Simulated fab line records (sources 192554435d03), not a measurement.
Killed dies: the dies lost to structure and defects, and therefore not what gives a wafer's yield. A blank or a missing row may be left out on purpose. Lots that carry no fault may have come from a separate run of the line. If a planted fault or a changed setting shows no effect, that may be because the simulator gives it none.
fab line records :: flow n5_finfet
[record]
  lots = 5
  wafers = 15
  last_day = 18
route steps=1938 shown BEOL_M13@1711 BEOL_M14@1716
lots untouched by any fault: they come from a run of this same line in which no faults occurred
start_h: the number of hours between the record's first day and the start of the first shown wafer of the lot :: wait_h: how many hours have passed since the lot's step before this one :: " same as the row above :: L1.1+2: a single row standing in for several wafers :: - no value, or no start was given :: * or withheld: withheld :: < > ~ a bound
route shown NAME@n: a module of which the file shows steps, and the number in the route of the first :: usual: mean and standard deviation over wafers with no fault :: same: alike in all rows :: chamber/n: place in a boat :: sites: readings site by site :: _std_site: standard deviation across them :: _edge_site: mean of outer sites minus mean of inner sites :: radius_mm: how far each site lies from the wafer's centre :: mask NAME#n: copy n :: behind: the most recent tool/chamber to have shaped the wafer :: hold: cause of the lot's hold/its duration in hours/its outcome :: device: names the non-switching transistor (n, p or np) :: end of line: the same wafers' tests at the end of the route :: where a step has no rows: the recipe by itself :: killed: the dies lost at the first sort to structure and to defects; this is not the yield of the wafer :: map: per-die view of a wafer (x killed, . not killed, _ where there is no die)
set.NAME: the setting that was run; set.NAME@STEP: the one run at that earlier step :: model.NAME: the simulator's own value behind a step, which no gauge read
lots at some steps of the route; a table a step, a row a wafer
services: from which hour (start_h, from the record's first day; less than 0 if before it) a tool's chamber was out of use, for how many hours, and why
[[steps]]
[step N5_BEOL_M13_THK_MEAS_50]
[recipe]
  thk_meas_gauge = xrf
  reads = Cu_of_BEOL_M13_ECD_47
[usual]
  M13_THK = 413/6.9
lot.wafer: L262.1
tool: film_metro-02
chamber: -
start_h: 260.49
wait_h: -
M13_THK[nm]: 403

lot.wafer: L262.2
tool: film_metro-02
chamber: -
start_h: 260.49
wait_h: -
M13_THK[nm]: 407

lot.wafer: L262.5
tool: film_metro-02
chamber: -
start_h: 260.49
wait_h: -
M13_THK[nm]: 403

lot.wafer: L265.1
tool: film_metro-01
chamber: -
start_h: 279.35
wait_h: -
M13_THK[nm]: 419

lot.wafer: L265.3
tool: film_metro-01
chamber: -
start_h: 279.35
wait_h: -
M13_THK[nm]: 417

lot.wafer: L265.5
tool: film_metro-01
chamber: -
start_h: 279.35
wait_h: -
M13_THK[nm]: 416

lot.wafer: L270.2
tool: film_metro-02
chamber: -
start_h: 320.57
wait_h: -
M13_THK[nm]: 413

lot.wafer: L270.4
tool: film_metro-02
chamber: -
start_h: 320.57
wait_h: -
M13_THK[nm]: 402

lot.wafer: L270.5
tool: film_metro-02
chamber: -
start_h: 320.57
wait_h: -
M13_THK[nm]: 413

lot.wafer: L276.3
tool: film_metro-01
chamber: -
start_h: 338.14
wait_h: -
M13_THK[nm]: 421

lot.wafer: L276.4
tool: film_metro-01
chamber: -
start_h: 338.14
wait_h: -
M13_THK[nm]: 426

lot.wafer: L276.5
tool: film_metro-01
chamber: -
start_h: 338.14
wait_h: -
M13_THK[nm]: 418

lot.wafer: L283.3
tool: film_metro-01
chamber: -
start_h: 393.22
wait_h: -
M13_THK[nm]: 421

lot.wafer: L283.5
tool: film_metro-01
chamber: -
start_h: 393.22
wait_h: -
M13_THK[nm]: 417

lot.wafer: L283.6
tool: film_metro-01
chamber: -
start_h: 393.22
wait_h: -
M13_THK[nm]: 425
[step N5_BEOL_M13_PRE_CLEAN_52]
[recipe]
  gas = NH3
  time_s = 15
  temp_c = withheld
  rf_power_w = 300
[step N5_BEOL_M13_DEP_53]
[recipe]
  material = SiCN
  target_thk_a = 500
  temp_c = withheld
  precursor = 3MS/NH3
  pressure_torr = 3
  rf_w = 675
  time_s = 17.8
[usual]
  showerhead_plenum_p_Torr = 4.157/0.023
  throttle_valve_pct = 17.9/0.88
lot.wafer: L262.1
tool: pecvd-02
chamber: 1
start_h: 260.55
wait_h: 0.0
showerhead_plenum_p_Torr: 4.169
throttle_valve_pct: 18.4

lot.wafer: L262.2
tool: pecvd-02
chamber: 0
start_h: 260.55
wait_h: 0.0
showerhead_plenum_p_Torr: 4.154
throttle_valve_pct: 18.2

lot.wafer: L262.5
tool: pecvd-02
chamber: 1
start_h: 260.55
wait_h: 0.0
showerhead_plenum_p_Torr: 4.150
throttle_valve_pct: 18.4

lot.wafer: L265.1
tool: pecvd-02
chamber: 2
start_h: 279.41
wait_h: 0.0
showerhead_plenum_p_Torr: 4.113
throttle_valve_pct: 17.0

lot.wafer: L265.3
tool: pecvd-02
chamber: 0
start_h: 279.41
wait_h: 0.0
showerhead_plenum_p_Torr: 4.154
throttle_valve_pct: 18.4

lot.wafer: L265.5
tool: pecvd-02
chamber: 1
start_h: 279.41
wait_h: 0.0
showerhead_plenum_p_Torr: 4.152
throttle_valve_pct: 18.2

lot.wafer: L270.2
tool: pecvd-01
chamber: 1
start_h: 320.63
wait_h: 0.0
showerhead_plenum_p_Torr: 4.125
throttle_valve_pct: 17.6

lot.wafer: L270.4
tool: pecvd-01
chamber: 0
start_h: 320.63
wait_h: 0.0
showerhead_plenum_p_Torr: 4.144
throttle_valve_pct: 19.4

lot.wafer: L270.5
tool: pecvd-01
chamber: 2
start_h: 320.63
wait_h: 0.0
showerhead_plenum_p_Torr: 4.177
throttle_valve_pct: 18.2

lot.wafer: L276.3
tool: pecvd-01
chamber: 1
start_h: 338.22
wait_h: 0.0
showerhead_plenum_p_Torr: 4.128
throttle_valve_pct: 17.6

lot.wafer: L276.4
tool: pecvd-01
chamber: 0
start_h: 338.22
wait_h: 0.0
showerhead_plenum_p_Torr: 4.151
throttle_valve_pct: 19.6

lot.wafer: L276.5
tool: pecvd-01
chamber: 2
start_h: 338.22
wait_h: 0.0
showerhead_plenum_p_Torr: 4.192
throttle_valve_pct: 18.2

lot.wafer: L283.3
tool: pecvd-02
chamber: 0
start_h: 393.28
wait_h: 0.0
showerhead_plenum_p_Torr: 4.160
throttle_valve_pct: 18.7

lot.wafer: L283.5
tool: pecvd-02
chamber: 1
start_h: 393.28
wait_h: 0.0
showerhead_plenum_p_Torr: 4.163
throttle_valve_pct: 18.3

lot.wafer: L283.6
tool: pecvd-02
chamber: 0
start_h: 393.28
wait_h: 0.0
showerhead_plenum_p_Torr: 4.152
throttle_valve_pct: 18.6
[step N5_BEOL_M13_RS_MEAS_54]
[recipe]
  thk_meas_gauge = four-point-probe
  reads = Cu_of_BEOL_M13_ECD_47+Ta_of_BEOL_M13_SPUTTER_44+TaN_of_BEOL_M13_SPUTTER_43
[usual]
  M13_RS = 0.0449/0.00064
lot.wafer: L262.1
tool: film_metro-02
chamber: -
start_h: 260.62
wait_h: 0.0
M13_RS[ohm/sq]: 0.0459

lot.wafer: L262.2
tool: film_metro-02
chamber: -
start_h: 260.62
wait_h: 0.0
M13_RS[ohm/sq]: 0.0455

lot.wafer: L262.5
tool: film_metro-02
chamber: -
start_h: 260.62
wait_h: 0.0
M13_RS[ohm/sq]: 0.0459

lot.wafer: L265.1
tool: film_metro-01
chamber: -
start_h: 279.47
wait_h: 0.0
M13_RS[ohm/sq]: 0.0445

lot.wafer: L265.3
tool: film_metro-01
chamber: -
start_h: 279.47
wait_h: 0.0
M13_RS[ohm/sq]: 0.0448

lot.wafer: L265.5
tool: film_metro-01
chamber: -
start_h: 279.47
wait_h: 0.0
M13_RS[ohm/sq]: 0.0449

lot.wafer: L270.2
tool: film_metro-01
chamber: -
start_h: 320.70
wait_h: 0.1
M13_RS[ohm/sq]: 0.0445

lot.wafer: L270.4
tool: film_metro-01
chamber: -
start_h: 320.70
wait_h: 0.1
M13_RS[ohm/sq]: 0.0457

lot.wafer: L270.5
tool: film_metro-01
chamber: -
start_h: 320.70
wait_h: 0.1
M13_RS[ohm/sq]: 0.0444

lot.wafer: L276.3
tool: film_metro-02
chamber: -
start_h: 338.28
wait_h: 0.1
M13_RS[ohm/sq]: 0.0448

lot.wafer: L276.4
tool: film_metro-02
chamber: -
start_h: 338.28
wait_h: 0.1
M13_RS[ohm/sq]: 0.0442

lot.wafer: L276.5
tool: film_metro-02
chamber: -
start_h: 338.28
wait_h: 0.1
M13_RS[ohm/sq]: 0.0450

lot.wafer: L283.3
tool: film_metro-02
chamber: -
start_h: 393.35
wait_h: 0.1
M13_RS[ohm/sq]: 0.0441

lot.wafer: L283.5
tool: film_metro-02
chamber: -
start_h: 393.35
wait_h: 0.1
M13_RS[ohm/sq]: 0.0444

lot.wafer: L283.6
tool: film_metro-02
chamber: -
start_h: 393.35
wait_h: 0.1
M13_RS[ohm/sq]: 0.0436
[step N5_BEOL_M13_INSPECT_55]
[recipe]
  inspect_instrument = darkfield
  mode = post_dep
[usual]
  raw_defect_count = 74/24
lot.wafer: L262.1
tool: defect_inspect-01
chamber: -
start_h: 260.64
wait_h: 0.0
raw_defect_count: 46

lot.wafer: L262.2
tool: defect_inspect-01
chamber: -
start_h: 260.64
wait_h: 0.0
raw_defect_count: 62

lot.wafer: L262.5
tool: defect_inspect-01
chamber: -
start_h: 260.64
wait_h: 0.0
raw_defect_count: 75

lot.wafer: L265.1
tool: defect_inspect-01
chamber: -
start_h: 279.50
wait_h: 0.0
raw_defect_count: 97

lot.wafer: L265.3
tool: defect_inspect-01
chamber: -
start_h: 279.50
wait_h: 0.0
raw_defect_count: 118

lot.wafer: L265.5
tool: defect_inspect-01
chamber: -
start_h: 279.50
wait_h: 0.0
raw_defect_count: 97

lot.wafer: L270.2
tool: defect_inspect-02
chamber: -
start_h: 320.72
wait_h: 0.0
raw_defect_count: 125

lot.wafer: L270.4
tool: defect_inspect-02
chamber: -
start_h: 320.72
wait_h: 0.0
raw_defect_count: 102

lot.wafer: L270.5
tool: defect_inspect-02
chamber: -
start_h: 320.72
wait_h: 0.0
raw_defect_count: 83

lot.wafer: L276.3
tool: defect_inspect-02
chamber: -
start_h: 338.31
wait_h: 0.0
raw_defect_count: 78

lot.wafer: L276.4
tool: defect_inspect-02
chamber: -
start_h: 338.31
wait_h: 0.0
raw_defect_count: 57

lot.wafer: L276.5
tool: defect_inspect-02
chamber: -
start_h: 338.31
wait_h: 0.0
raw_defect_count: 101

lot.wafer: L283.3
tool: defect_inspect-01
chamber: -
start_h: 393.37
wait_h: 0.0
raw_defect_count: 63

lot.wafer: L283.5
tool: defect_inspect-01
chamber: -
start_h: 393.37
wait_h: 0.0
raw_defect_count: 66

lot.wafer: L283.6
tool: defect_inspect-01
chamber: -
start_h: 393.37
wait_h: 0.0
raw_defect_count: 50
[step N5_BEOL_M14_ILD_DEP_00]
[recipe]
  material = SiO2
  target_thk_a = 11193
  temp_c = 400
  precursor = TEOS/O2
  pressure_torr = 6.5
  rf_w = 900
  teos_flow_sccm = 161.4
  gas = O2
  flow_sccm = 2650
  time_s = 237.4
[usual]
  heater_power_w = 572/100
  showerhead_plenum_p_Torr = 8.33/0.034
  throttle_valve_pct = 18.7/0.97
lot.wafer: L262.1
tool: pecvd-04
chamber: 1
start_h: 260.68
wait_h: 0.0
heater_power_w: 429
showerhead_plenum_p_Torr: 8.34
throttle_valve_pct: 17.9

lot.wafer: L262.2
tool: pecvd-04
chamber: 0
start_h: 260.68
wait_h: 0.0
heater_power_w: 665
showerhead_plenum_p_Torr: 8.34
throttle_valve_pct: 20.3

lot.wafer: L262.5
tool: pecvd-04
chamber: 0
start_h: 260.68
wait_h: 0.0
heater_power_w: 713
showerhead_plenum_p_Torr: 8.36
throttle_valve_pct: 20.5

lot.wafer: L265.1
tool: pecvd-04
chamber: 0
start_h: 279.54
wait_h: 0.0
heater_power_w: 689
showerhead_plenum_p_Torr: 8.33
throttle_valve_pct: 20.6

lot.wafer: L265.3
tool: pecvd-04
chamber: 2
start_h: 279.54
wait_h: 0.0
heater_power_w: 598
showerhead_plenum_p_Torr: 8.37
throttle_valve_pct: 17.6

lot.wafer: L265.5
tool: pecvd-04
chamber: 0
start_h: 279.54
wait_h: 0.0
heater_power_w: 561
showerhead_plenum_p_Torr: 8.35
throttle_valve_pct: 20.5

lot.wafer: L270.2
tool: pecvd-02
chamber: 2
start_h: 320.76
wait_h: 0.0
heater_power_w: 708
showerhead_plenum_p_Torr: 8.27
throttle_valve_pct: 17.7

lot.wafer: L270.4
tool: pecvd-02
chamber: 0
start_h: 320.76
wait_h: 0.0
heater_power_w: 491
showerhead_plenum_p_Torr: 8.35
throttle_valve_pct: 19.1

lot.wafer: L270.5
tool: pecvd-02
chamber: 2
start_h: 320.76
wait_h: 0.0
heater_power_w: 759
showerhead_plenum_p_Torr: 8.27
throttle_valve_pct: 17.5

lot.wafer: L276.3
tool: pecvd-01
chamber: 0
start_h: 338.35
wait_h: 0.0
heater_power_w: 570
showerhead_plenum_p_Torr: 8.34
throttle_valve_pct: 19.9

lot.wafer: L276.4
tool: pecvd-01
chamber: 1
start_h: 338.35
wait_h: 0.0
heater_power_w: 412
showerhead_plenum_p_Torr: 8.32
throttle_valve_pct: 18.0

lot.wafer: L276.5
tool: pecvd-01
chamber: 0
start_h: 338.35
wait_h: 0.0
heater_power_w: 633
showerhead_plenum_p_Torr: 8.32
throttle_valve_pct: 20.2

lot.wafer: L283.3
tool: pecvd-02
chamber: 1
start_h: 393.41
wait_h: 0.0
heater_power_w: 654
showerhead_plenum_p_Torr: 8.34
throttle_valve_pct: 19.1

lot.wafer: L283.5
tool: pecvd-02
chamber: 2
start_h: 393.41
wait_h: 0.0
heater_power_w: 593
showerhead_plenum_p_Torr: 8.28
throttle_valve_pct: 17.7

lot.wafer: L283.6
tool: pecvd-02
chamber: 0
start_h: 393.41
wait_h: 0.0
heater_power_w: 519
showerhead_plenum_p_Torr: 8.35
throttle_valve_pct: 19.1
[step N5_BEOL_M14_THK_MEAS_01]
[recipe]
  reads = SiO2_of_BEOL_M14_ILD_DEP_00
[usual]
  M14_ILD_THK = 1128/13
lot.wafer: L262.1
tool: film_metro-01
chamber: -
start_h: 260.87
wait_h: 0.1
M14_ILD_THK[nm]: 1086

lot.wafer: L262.2
tool: film_metro-01
chamber: -
start_h: 260.87
wait_h: 0.1
M14_ILD_THK[nm]: 1108

lot.wafer: L262.5
tool: film_metro-01
chamber: -
start_h: 260.87
wait_h: 0.1
M14_ILD_THK[nm]: 1132

lot.wafer: L265.1
tool: film_metro-01
chamber: -
start_h: 279.73
wait_h: 0.1
M14_ILD_THK[nm]: 1126

lot.wafer: L265.3
tool: film_metro-01
chamber: -
start_h: 279.73
wait_h: 0.1
M14_ILD_THK[nm]: 1108

lot.wafer: L265.5
tool: film_metro-01
chamber: -
start_h: 279.73
wait_h: 0.1
M14_ILD_THK[nm]: 1131

lot.wafer: L270.2
tool: film_metro-02
chamber: -
start_h: 320.95
wait_h: 0.1
M14_ILD_THK[nm]: 1126

lot.wafer: L270.4
tool: film_metro-02
chamber: -
start_h: 320.95
wait_h: 0.1
M14_ILD_THK[nm]: 1153

lot.wafer: L270.5
tool: film_metro-02
chamber: -
start_h: 320.95
wait_h: 0.1
M14_ILD_THK[nm]: 1139

lot.wafer: L276.3
tool: film_metro-01
chamber: -
start_h: 338.54
wait_h: 0.1
M14_ILD_THK[nm]: 1118

lot.wafer: L276.4
tool: film_metro-01
chamber: -
start_h: 338.54
wait_h: 0.1
M14_ILD_THK[nm]: 1146

lot.wafer: L276.5
tool: film_metro-01
chamber: -
start_h: 338.54
wait_h: 0.1
M14_ILD_THK[nm]: 1139

lot.wafer: L283.3
tool: film_metro-01
chamber: -
start_h: 393.60
wait_h: 0.1
M14_ILD_THK[nm]: 1116

lot.wafer: L283.5
tool: film_metro-01
chamber: -
start_h: 393.60
wait_h: 0.1
M14_ILD_THK[nm]: 1138

lot.wafer: L283.6
tool: film_metro-01
chamber: -
start_h: 393.60
wait_h: 0.1
M14_ILD_THK[nm]: 1134
[step N5_BEOL_M14_COAT_58]
[recipe]
  resist = BARC
  temp_c = 205
  time_s = 60
  spin_rpm = 1500
  resist_thk_nm = 89
[step N5_BEOL_M14_COAT_04]
[recipe]
  spin_rpm = 1704
  resist_thk_nm = 800
[step N5_BEOL_M14_EBR_06]
[recipe]
  solvent = PGMEA
  ebr_width_mm = 1.5
[step N5_BEOL_M14_SOFTBAKE_05]
[recipe]
  temp_c = 130
  time_s = 60
[step N5_BEOL_M14_EXPOSE_07]
[recipe]
  mask_id = V13
  na = 0.8
  source_shape = annular
  sigma_inner = 0.5
  sigma_outer = 0.8
  polarization = unpolarized
  attpsm_phase_deg = 180
  dose_mj = 57
[step N5_BEOL_M14_PEB_08]
[recipe]
  peb_temp_c = 130
  peb_time_s = 90
[usual]
  exhaust_pa = 44.9/0.99
  heater_power_total_W = 172.6/0.78
lot.wafer: L262.1
tool: litho_track-04
chamber: 0
start_h: 261.19
wait_h: 0.1
exhaust_pa: 45.0
heater_power_total_W: 172.3

lot.wafer: L262.2
tool: litho_track-04
chamber: 0
start_h: 261.19
wait_h: 0.1
exhaust_pa: 43.5
heater_power_total_W: 173.1

lot.wafer: L262.5
tool: litho_track-04
chamber: 0
start_h: 261.19
wait_h: 0.1
exhaust_pa: 44.7
heater_power_total_W: 173.1

lot.wafer: L265.1
tool: litho_track-04
chamber: 0
start_h: 279.92
wait_h: 0.1
exhaust_pa: 44.8
heater_power_total_W: 172.8

lot.wafer: L265.3
tool: litho_track-04
chamber: 0
start_h: 279.92
wait_h: 0.1
exhaust_pa: 44.4
heater_power_total_W: 173.1

lot.wafer: L265.5
tool: litho_track-04
chamber: 0
start_h: 279.92
wait_h: 0.1
exhaust_pa: 45.2
heater_power_total_W: 172.6

lot.wafer: L270.2
tool: litho_track-04
chamber: 0
start_h: 321.27
wait_h: 0.0
exhaust_pa: 45.6
heater_power_total_W: 172.8

lot.wafer: L270.4
tool: litho_track-04
chamber: 0
start_h: 321.27
wait_h: 0.0
exhaust_pa: 46.2
heater_power_total_W: 172.6

lot.wafer: L270.5
tool: litho_track-04
chamber: 0
start_h: 321.27
wait_h: 0.0
exhaust_pa: 46.1
heater_power_total_W: 216.0

lot.wafer: L276.3
tool: litho_track-01
chamber: 0
start_h: 338.85
wait_h: 0.0
exhaust_pa: 45.5
heater_power_total_W: 173.0

lot.wafer: L276.4
tool: litho_track-01
chamber: 0
start_h: 338.85
wait_h: 0.0
exhaust_pa: 45.9
heater_power_total_W: 173.9

lot.wafer: L276.5
tool: litho_track-01
chamber: 0
start_h: 338.85
wait_h: 0.0
exhaust_pa: 47.2
heater_power_total_W: 173.8

lot.wafer: L283.3
tool: litho_track-01
chamber: 0
start_h: 393.92
wait_h: 0.0
exhaust_pa: 46.6
heater_power_total_W: 171.8

lot.wafer: L283.5
tool: litho_track-01
chamber: 0
start_h: 393.92
wait_h: 0.0
exhaust_pa: 44.4
heater_power_total_W: 171.9

lot.wafer: L283.6
tool: litho_track-01
chamber: 0
start_h: 393.92
wait_h: 0.0
exhaust_pa: 46.9
heater_power_total_W: 171.1
[step N5_BEOL_M14_DEVELOP_09]
[recipe]
  develop_time_s = 45
  rinse_liquid = diw
  dry = air_spin
  dev_temp_c = 21
[step N5_BEOL_M14_HARDBAKE_14]
[recipe]
  temp_c = 130
  time_s = 120
[step N5_BEOL_M14_CD_MEAS_10]
[recipe]
  target_cd_nm = 250
  landing_energy_ev = 500
  detector = se_inlens
  polarity = opening
[usual]
  cd_nm = 249.3/1.1
lot.wafer: L262.1
tool: cd_sem-01
chamber: 0
start_h: 261.30
wait_h: -
cd_nm: 250.0

lot.wafer: L262.2
tool: cd_sem-01
chamber: 0
start_h: 261.30
wait_h: -
cd_nm: 251.7

lot.wafer: L262.5
tool: cd_sem-01
chamber: 0
start_h: 261.30
wait_h: -
cd_nm: 251.0

lot.wafer: L265.1
tool: cd_sem-03
chamber: 0
start_h: 280.03
wait_h: -
cd_nm: 247.8

lot.wafer: L265.3
tool: cd_sem-03
chamber: 0
start_h: 280.03
wait_h: -
cd_nm: 250.1

lot.wafer: L265.5
tool: cd_sem-03
chamber: 0
start_h: 280.03
wait_h: -
cd_nm: 248.7

lot.wafer: L270.2
tool: cd_sem-03
chamber: 0
start_h: 321.38
wait_h: -
cd_nm: 251.4

lot.wafer: L270.4
tool: cd_sem-03
chamber: 0
start_h: 321.38
wait_h: -
cd_nm: 249.9

lot.wafer: L270.5
tool: cd_sem-03
chamber: 0
start_h: 321.38
wait_h: -
cd_nm: 231.5

lot.wafer: L276.3
tool: cd_sem-01
chamber: 0
start_h: 338.97
wait_h: -
cd_nm: 248.1

lot.wafer: L276.4
tool: cd_sem-01
chamber: 0
start_h: 338.97
wait_h: -
cd_nm: 248.5

lot.wafer: L276.5
tool: cd_sem-01
chamber: 0
start_h: 338.97
wait_h: -
cd_nm: 249.7

lot.wafer: L283.3
tool: cd_sem-02
chamber: 0
start_h: 394.04
wait_h: -
cd_nm: 251.3

lot.wafer: L283.5
tool: cd_sem-02
chamber: 0
start_h: 394.04
wait_h: -
cd_nm: 251.5

lot.wafer: L283.6
tool: cd_sem-02
chamber: 0
start_h: 394.04
wait_h: -
cd_nm: 250.2
[step N5_BEOL_M14_OVL_MEAS_11]
[recipe]
  points_per_wafer = 44
[usual]
  V13_OVL = -2/5.2
lot.wafer: L262.1
tool: overlay-01
chamber: 0
start_h: 261.33
wait_h: 0.0
V13_OVL[nm]: 3

lot.wafer: L262.2
tool: overlay-01
chamber: 0
start_h: 261.33
wait_h: 0.0
V13_OVL[nm]: -1

lot.wafer: L262.5
tool: overlay-01
chamber: 0
start_h: 261.33
wait_h: 0.0
V13_OVL[nm]: -5

lot.wafer: L265.1
tool: overlay-02
chamber: 0
start_h: 280.06
wait_h: 0.0
V13_OVL[nm]: -4

lot.wafer: L265.3
tool: overlay-02
chamber: 0
start_h: 280.06
wait_h: 0.0
V13_OVL[nm]: 5

lot.wafer: L265.5
tool: overlay-02
chamber: 0
start_h: 280.06
wait_h: 0.0
V13_OVL[nm]: 7

lot.wafer: L270.2
tool: overlay-01
chamber: 0
start_h: 321.41
wait_h: 0.0
V13_OVL[nm]: -2

lot.wafer: L270.4
tool: overlay-01
chamber: 0
start_h: 321.41
wait_h: 0.0
V13_OVL[nm]: 2

lot.wafer: L270.5
tool: overlay-01
chamber: 0
start_h: 321.41
wait_h: 0.0
V13_OVL[nm]: -8

lot.wafer: L276.3
tool: overlay-02
chamber: 0
start_h: 339.00
wait_h: 0.0
V13_OVL[nm]: -17

lot.wafer: L276.4
tool: overlay-02
chamber: 0
start_h: 339.00
wait_h: 0.0
V13_OVL[nm]: -15

lot.wafer: L276.5
tool: overlay-02
chamber: 0
start_h: 339.00
wait_h: 0.0
V13_OVL[nm]: -23

lot.wafer: L283.3
tool: overlay-01
chamber: 0
start_h: 394.07
wait_h: 0.0
V13_OVL[nm]: -3

lot.wafer: L283.5
tool: overlay-01
chamber: 0
start_h: 394.07
wait_h: 0.0
V13_OVL[nm]: 6

lot.wafer: L283.6
tool: overlay-01
chamber: 0
start_h: 394.07
wait_h: 0.0
V13_OVL[nm]: -2
[[services]]
tool: pecvd-01
chamber: 2
start_h: 244.65
hours: 5.5
kind: scheduled_down

tool: pecvd-01
chamber: -
start_h: 256.49
hours: 0.9
kind: repair

tool: pecvd-01
chamber: 0
start_h: 266.89
hours: 2.1
kind: scheduled_down

tool: pecvd-04
chamber: 0
start_h: 295.56
hours: 5.0
kind: scheduled_down

tool: pecvd-02
chamber: -
start_h: 310.09
hours: 0.5
kind: repair

tool: pecvd-02
chamber: 2
start_h: 321.45
hours: 2.1
kind: scheduled_down

tool: pecvd-02
chamber: -
start_h: 326.05
hours: 14.6
kind: pm

tool: litho_track-01
chamber: -
start_h: 328.35
hours: -
kind: consumable_replace:filter

tool: pecvd-04
chamber: 1
start_h: 353.22
hours: -
kind: clean

tool: pecvd-04
chamber: 1
start_h: 353.22
hours: 29.5
kind: scheduled_down

tool: pecvd-04
chamber: 1
start_h: 353.22
hours: 29.5
kind: vent_cycle

tool: pecvd-04
chamber: 2
start_h: 382.72
hours: 16.5
kind: scheduled_down

tool: litho_track-04
chamber: -
start_h: 384.79
hours: -
kind: consumable_replace:filter
[[key]]
[first_sign]
  step = N5_BEOL_M14_PEB_08
  reading = heater_power_total_W
  direction = up
  sigmas = 56
  usual = *
  struck = *
[effect]
  step = N5_BEOL_M14_CD_MEAS_10
  reading = cd_nm
  direction = down
  sigmas = 16
  usual = 249.3
  struck = 231.5
met_at N5_BEOL_M14_PEB_08
struck_wafers L270.5
onset_between 279.92 321.27
[fault]
  kind = process_parameter_drift
  tool = litho_track-04
  chamber = -
  onset_h = 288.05
  steps = N5_BEOL_M14_PEB_08
  channel = peb_time_s
  offset = *
  shape = step
  end_h = 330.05
  scope = struck_wafers_only
  acts_in = *
  stated = *
